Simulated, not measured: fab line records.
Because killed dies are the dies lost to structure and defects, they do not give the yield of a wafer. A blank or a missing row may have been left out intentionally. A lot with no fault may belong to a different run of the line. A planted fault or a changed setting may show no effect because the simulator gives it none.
Comparing a struck lot with a sound one    flow nand_harc    24 steps out of a route of 1302
Sound: wafers L484.4, L484.5, L484.6. The struck wafers were L470.3, L470.4, L470.5. The cause is named last.
For every step that has rows: the tool of each side, followed by ch and its chambers, followed by its first start. Under that, the readings that differ: sound wafers    struck wafers    difference of the means    sigmas: that difference in standard deviations of wafers without a fault.
alike: readings whose means differ by less than 2 such deviations, and words and numbers that are the same on both sides. not compared: withheld readings, readings that some wafer has no value for, bounds like >300 that may hide the same value, and numbers for which the record gives no deviation and whose values overlap.
Wherever a step has rows on one side only, a row that says differs or no value, or a row with sigmas, the two part there. Numbers that have no deviation but don't overlap get no sigmas and don't part them. A reading that every wafer of one side lacks parts them only if that side has two wafers or more.

first, 11 steps without rows for these wafers: NHARC_A_CHANNEL_HOLE_D1_DESCUM_15 (chemistry O2, time 3 s); NHARC_A_CHANNEL_HOLE_D1_ETCH_38 (etches the open film in CF4, target depth 39 nm, time 65 s); NHARC_A_CHANNEL_HOLE_D1_ETCH_39 (etches the open film in N2/H2, target depth 260 nm, time 325 s); NHARC_A_CHANNEL_HOLE_D1_ETCH_34 (etches the open film in CF4/CHF3, target depth 154 nm, time 77 s); NHARC_A_CHANNEL_HOLE_D1_ETCH_16 (etches the open film in O2/COS, target depth 3100 nm, time 806 s); NHARC_A_CHANNEL_HOLE_D1_ETCH_19 (etches the open film in C4F8/O2/Ar, time 34.5 s); NHARC_A_CHANNEL_HOLE_D1_ETCH_20 (etches the open film in C4F8/O2/Ar, time 361.9 s, target depth 1600 nm); NHARC_A_CHANNEL_HOLE_D1_ETCH_21 (etches the open film in C4F8/O2/Ar, time 514.3 s, target depth 1600 nm); NHARC_A_CHANNEL_HOLE_D1_ETCH_22 (etches the open film in C4F8/O2/Ar, time 666.7 s, target depth 1600 nm); NHARC_A_CHANNEL_HOLE_D1_ETCH_23 (etches the open film in C4F8/O2/Ar, time 819 s, target depth 1600 nm); NHARC_A_CHANNEL_HOLE_D1_ETCH_24 (etches the open film in C4F8/O2/Ar, time 906.2 s, target depth 1500 nm).
NHARC_A_CHANNEL_HOLE_D1_ETCH_25: etches the open film in C4F8/O2/Ar, time 1040.2 s, target depth 1500 nm.
  sound on har_etch-02 ch 0,1, day 17 02:10; struck on har_etch-02 ch 0,1, day 11 16:13
  no value came back on the struck wafers for any of 6 readings (c4f8_flow_sccm (sccm), chamber_pressure_mTorr (mTorr) and others); on the sound wafers c4f8_flow_sccm (sccm) reads 93.98 93.84 93.91
  not compared: rf_hours_counter_h
then, 5 steps without rows for these wafers: NHARC_A_CHANNEL_HOLE_D1_ETCH_26 (etches the open film in C4F8/O2/Ar, time 224.1 s, target depth 300 nm); NHARC_A_CHANNEL_HOLE_D1_ETCH_33 (etches the open film in C4F8/O2/Ar, time 90 s, target depth 400 nm); NHARC_A_CHANNEL_HOLE_D1_STRIP_41 (strips in N2/H2); NHARC_A_CHANNEL_HOLE_D1_STRIP_42 (strips in CF4/CHF3); NHARC_A_CHANNEL_HOLE_D1_STRIP_43 (strips in O2/COS).
NHARC_A_CHANNEL_HOLE_D1_ETCH_44: etches the open film in CF4/O2, target depth 140 nm, overetch 14 nm, time 77 s.
  sound on rie_diel-09 ch 0,1,2, day 17 03:35; struck on rie_diel-09 ch 1,2,3, day 11 17:45
reading                             sound              struck             difference  sigmas
model.A_CHANNEL_HOLE_D1.cd_nm (nm)  90.53 90.43 90.82  98.48 97.73 96.62  +7.02       
  alike: bias_w, cf4_flow_sccm, drypump_motor_current_A, o2_flow_sccm, oes_product_au, rf_vpp_V, showerhead_plenum_p_Torr, throttle_valve_pct
  not compared: rf_hours_counter_h
then, 3 steps without rows for these wafers: NHARC_A_CHANNEL_HOLE_D1_STRIP_27 (strips in O2); NHARC_A_CHANNEL_HOLE_D1_PRECLEAN_28 (cleans in SC1); NHARC_A_CHANNEL_HOLE_D1_SRD_29.
NHARC_A_CHANNEL_HOLE_D1_CD_MEAS_30:
  sound on cd_sem-03, day 17 04:23; struck on cd_sem-02, day 11 18:32
reading     sound           struck        difference  sigmas
cd_nm (nm)  90.8 90.1 90.6  1.0 -0.2 1.0  -89.9       -64
NHARC_A_CHANNEL_HOLE_D1_XSEM_31:
  sound on xsem-02 ch 0, day 17 04:28; struck on xsem-01 ch 0, day 11 18:38
reading         sound           struck          difference  sigmas
bot_cd_nm (nm)  76.0 75.4 75.1  1.0 0.4 1.3     -74.6       -53
bow_nm (nm)     8.29 8.33 8.32  0.38 0.38 0.38  -7.93       -27
  alike: tilt_deg
-- break in the record here, with 16 days between the starts of the struck wafers on either side (left off in module A_CHANNEL_HOLE_D1, picked up again in module END, where the first step shown is number 1302 on the route) --
NHARC_END_SORT_01:
  sound on prober-02 ch 0, day 32 21:49; struck on prober-02 ch 0, day 27 15:13
reading          sound     struck       difference  sigmas
killed_at_array  63 70 58  674 676 672  +610        +34
killed_dies      66 74 59  677 677 677  +611        +36
  alike: killed_at_other, killed_at_periphery, killed_open, killed_short

## WHERE THEY PART
At NHARC_A_CHANNEL_HOLE_D1_ETCH_25 first; at NHARC_END_SORT_01 last (within this record only).

WHY: what had been put in by the simulator
Skipped step whole: har_etch-02, from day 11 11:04 on, at NHARC_A_CHANNEL_HOLE_D1_ETCH_25. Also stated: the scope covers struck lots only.
